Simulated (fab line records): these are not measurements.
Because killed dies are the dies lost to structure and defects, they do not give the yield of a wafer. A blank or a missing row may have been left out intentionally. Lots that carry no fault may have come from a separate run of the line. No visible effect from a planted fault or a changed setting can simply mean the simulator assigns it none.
Matching of chambers + flow nand_harc + NHARC_P_M1_ETCH_35 on rie_diel-04: 4 sister chambers
The step etches the open film in N2/H2, target depth 40 nm, overetch 12 nm, time 43.94 s. 30 wafers are shown with their chamber, then 12 later ones without.

WAFERS WITH THEIR CHAMBER
| wafer  | chamber | rf_vpp_V (V) | oes_product_au (a.u.) | throttle_valve_pct (%) |
|--------|---------|--------------|-----------------------|------------------------|
| L074.1 | 1       | 433.5        | 1.012                 | 14.184                 |
| L074.5 | 2       | 434.0        | 1.024                 | 14.155                 |
| L074.6 | 1       | 433.2        | 1.009                 | 14.178                 |
| L075.3 | 1       | 433.2        | 1.001                 | 14.154                 |
| L075.4 | 0       | 434.6        | 0.998                 | 14.178                 |
| L075.6 | 3       | 429.5        | 1.022                 | 14.175                 |
| L078.1 | 0       | 434.6        | 0.989                 | 14.163                 |
| L078.2 | 3       | 429.3        | 1.012                 | 14.189                 |
| L078.6 | 1       | 433.5        | 0.990                 | 14.153                 |
| L082.3 | 1       | 434.4        | 1.006                 | 14.180                 |
| L082.5 | 0       | 433.7        | 0.984                 | 14.174                 |
| L082.6 | 1       | 434.1        | 1.010                 | 14.162                 |
| L083.2 | 1       | 432.2        | 0.992                 | 14.165                 |
| L083.3 | 0       | 434.8        | 0.990                 | 14.178                 |
| L083.4 | 2       | 434.5        | 0.992                 | 14.172                 |
| L084.3 | 1       | 433.4        | 0.997                 | 14.175                 |
| L084.5 | 1       | 434.9        | 0.998                 | 14.180                 |
| L084.6 | 2       | 433.4        | 0.990                 | 14.160                 |
| L085.1 | 0       | 434.9        | 0.983                 | 14.177                 |
| L085.2 | 2       | 434.5        | 1.003                 | 14.183                 |
| L085.6 | 1       | 432.9        | 1.000                 | 14.175                 |
| L086.4 | 1       | 433.8        | 1.012                 | 14.185                 |
| L086.5 | 2       | 433.2        | 0.997                 | 14.150                 |
| L086.6 | 1       | 433.3        | 1.008                 | 14.178                 |
| L087.1 | 2       | 432.9        | 0.987                 | 14.160                 |
| L087.4 | 1       | 434.1        | 1.006                 | 14.179                 |
| L087.6 | 3       | 430.5        | 1.002                 | 14.160                 |
| L088.1 | 0       | 433.5        | 1.001                 | 14.179                 |
| L088.2 | 2       | 433.1        | 1.003                 | 14.175                 |
| L088.3 | 1       | 432.8        | 1.010                 | 14.186                 |

SIGNATURES, as means of the wafers listed above
| reading            | chamber 0 | chamber 1 | chamber 2 | chamber 3 | scatter within a chamber |
|--------------------|-----------|-----------|-----------|-----------|--------------------------|
| rf_vpp_V           | 434.350   | 433.521   | 433.657   | 429.767   | 0.669                    |
| oes_product_au     | 0.99083   | 1.00364   | 0.99943   | 1.01200   | 0.00898                  |
| throttle_valve_pct | 14.17483  | 14.17386  | 14.16500  | 14.17467  | 0.0108                   |
Rule: distance of a wafer from a chamber = root of the sum over the readings of ((wafer's reading minus chamber's mean) / reading's scatter) squared. If the next closest chamber is less than 2 further off than the closest, the wafer can't be placed; otherwise it belongs to the closest. The scatter is the square root of a quotient: the sum, over the shown wafers, of each reading's squared deviation from its chamber's mean, divided by wafers minus chambers.

WAFERS WITHOUT THEIR CHAMBER
| wafer  | rf_vpp_V (V) | oes_product_au (a.u.) | throttle_valve_pct (%) |
|--------|--------------|-----------------------|------------------------|
| L091.1 | 433.2        | 0.994                 | 14.184                 |
| L091.3 | 433.4        | 1.002                 | 14.159                 |
| L091.5 | 433.3        | 1.006                 | 14.179                 |
| L092.3 | 431.0        | 1.015                 | 14.187                 |
| L092.4 | 436.3        | 0.997                 | 14.156                 |
| L092.6 | 433.9        | 1.002                 | 14.172                 |
| L094.1 | 429.1        | 1.010                 | 14.173                 |
| L094.2 | 434.2        | 0.988                 | 14.186                 |
| L094.5 | 430.6        | 0.991                 | 14.165                 |
| L096.2 | 433.6        | 0.996                 | 14.176                 |
| L096.3 | 434.6        | 1.004                 | 14.172                 |
| L096.5 | 433.7        | 0.990                 | 14.175                 |

WHICH CHAMBER EACH ONE RAN IN
| wafer  | from the rows above          | in truth |
|--------|------------------------------|----------|
| L091.1 | can't be placed: 1 or 0 or 2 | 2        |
| L091.3 | can't be placed: 2 or 1 or 0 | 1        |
| L091.5 | can't be placed: 1 or 2 or 0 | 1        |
| L092.3 | can't be placed: 3 or 1      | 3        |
| L092.4 | can't be placed: 0 or 2 or 1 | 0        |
| L092.6 | can't be placed: 1 or 2 or 0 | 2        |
| L094.1 | 3                            | 3        |
| L094.2 | can't be placed: 0 or 1 or 2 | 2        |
| L094.5 | can't be placed: 3 or 1 or 2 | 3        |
| L096.2 | can't be placed: 1 or 2 or 0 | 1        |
| L096.3 | can't be placed: 0 or 1 or 2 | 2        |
| L096.5 | can't be placed: 0 or 2 or 1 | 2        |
Correct placement for 1 of the 12. Can't be placed from these rows: 11 (the true chamber is among the candidates in 11). 0 placed wrongly.
